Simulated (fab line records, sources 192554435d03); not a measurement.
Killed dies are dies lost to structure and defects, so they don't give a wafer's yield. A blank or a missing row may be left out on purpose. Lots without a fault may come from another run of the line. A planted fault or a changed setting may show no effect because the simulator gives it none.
Split-lot experiment | flow n5_finfet | 7 lots, 21 wafers read, on a route of 1938 steps

THE SPLIT
At N5_FIN_SAQP_SPACER1_ALD_24 (deposits SiO2, target thk 20.3 nm, pulse time 1 s, purge time 2 s), the setting ald_cycles was moved away from the recipe's 218 on 5 of the 21 wafers read, by -6.0% to +5.5%. The other wafers ran this setting at the recipe's value.

FROM THE SPLIT TO THE READING: what the file shows between them, 2 steps
- N5_FIN_SAQP_SPACER1_ETCHBACK_25: etches SiO2 in CHF3/O2, target depth 24.4 nm, time 12.2 s
- N5_FIN_SAQP_MANDREL1_REMOVE_56: chemistry HBr/Cl2/O2, target a-Si, stops on SiNx, bt time 10 s

THE READING
cd_nm, in nm, at N5_FIN_SAQP_CD_MEAS_27 (target cd 20 nm). Fault-free wafers of this fab line usually give 20.30 nm, standard deviation 0.26 nm.

wafer  | tool, chamber at the split | ald_cycles as run | against the recipe | cd_nm, nm | against lot-mates on the recipe
L077.1 | ald_sin-03, 1,2,3          | 218               | recipe             | 20.25     | -
L077.3 | ald_sin-03, 1,2,3          | 218               | recipe             | 20.26     | -
L077.5 | ald_sin-03, 1,2,3          | 218               | recipe             | 20.05     | -
L079.1 | ald_sin-01, 1,0            | 218               | recipe             | 20.33     | -
L079.2 | ald_sin-01, 0              | 205               | -6.0%              | 19.08     | -1.27
L079.4 | ald_sin-01, 1,0            | 218               | recipe             | 20.38     | -
L083.4 | ald_sin-03, 2              | 218               | recipe             | 20.29     | -
L083.5 | ald_sin-03, 3              | 206               | -5.5%              | 19.54     | -0.87
L083.6 | ald_sin-03, 0              | 218               | recipe             | 20.52     | -
L084.2 | ald_sin-04, 1,2            | 218               | recipe             | 20.10     | -
L084.3 | ald_sin-04, 1,2            | 218               | recipe             | 20.41     | -
L084.5 | ald_sin-04, 1              | 208               | -4.6%              | 19.17     | -1.09
L086.2 | ald_sin-03, 3,0            | 230               | +5.5%              | 21.56     | +1.54
L086.4 | ald_sin-03, 3,0            | 230               | +5.5%              | 21.32     | +1.30
L086.5 | ald_sin-03, 0              | 218               | recipe             | 20.02     | -
L087.1 | ald_sin-04, 3              | 218               | recipe             | 20.13     | -
L087.3 | ald_sin-04, 0              | 218               | recipe             | 20.37     | -
L087.6 | ald_sin-04, 3              | 218               | recipe             | 20.22     | -
L094.1 | ald_sin-01, 3              | 218               | recipe             | 20.61     | -
L094.2 | ald_sin-01, 0,3            | 218               | recipe             | 20.37     | -
L094.6 | ald_sin-01, 0,3            | 218               | recipe             | 20.13     | -
Where a row lists several chambers, the file gives one row for several wafers and doesn't say which wafer went through which chamber.

THE FIT
A straight line over all 21 wafers: cd_nm changes by +0.198 nm for each +1% of ald_cycles; r = +0.95; the points scatter about the line by 0.18 nm.
The same after taking each lot's own level away (the mean of its wafers on the recipe; 21 wafers): +0.225 nm for each +1%; r = +0.97; scatter 0.16 nm.
On that fit, the largest move of ald_cycles shifts the reading by 1.3 nm.
The lots' own levels span 20.020 to 20.405 nm, that is 1.5 times the standard deviation above.
So the lot-to-lot level changes the slope: the two fits differ.
Check: with one of the wafers moved furthest among these (-6.0%) left out of the fit, the line predicts -1.32 nm for it against its lot-mates. It came out at -1.27 nm against them.

OTHER SPLITS ON THESE WAFERS
These wafers also went through other splits before the reading. Each is held against what the fit with the lots' levels taken away leaves over:
other split on the same wafers  | wafers away from the commonest value | r with cd_nm (lot level and that fit taken away)
N5_ZERO_LAYER_EXPOSE_08 dose_mj | 9                                    | -0.02

THE WHOLE CHAIN: every reading that the file lists as answering this split, in the file's order
step                           | what it does                                                      | reading                                                                                 | change (the file's fit)               | r (the file's)
N5_FIN_SAQP_SPACER1_ALD_24     | deposits SiO2, target thk 20.3 nm, pulse time 1 s, purge time 2 s | SiO2_of_FIN_SAQP_SPACER1_ALD_24.thk_nm (the simulator's own value, which no gauge read) | +0.208 nm for each +1% of the setting | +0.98
N5_FIN_SAQP_MANDREL1_REMOVE_56 | chemistry HBr/Cl2/O2, target a-Si, stops on SiNx, bt time 10 s    | FIN_SAQP.cd_nm (the simulator's own value, which no gauge read)                         | +0.222 nm for each +1% of the setting | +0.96
N5_FIN_SAQP_CD_MEAS_27         | target cd 20 nm                                                   | cd_nm                                                                                   | +0.215 nm for each +1% of the setting | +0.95

THE FILE'S OWN FIT
cd_nm changes by +0.215 nm for each +1% of ald_cycles, r = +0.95.
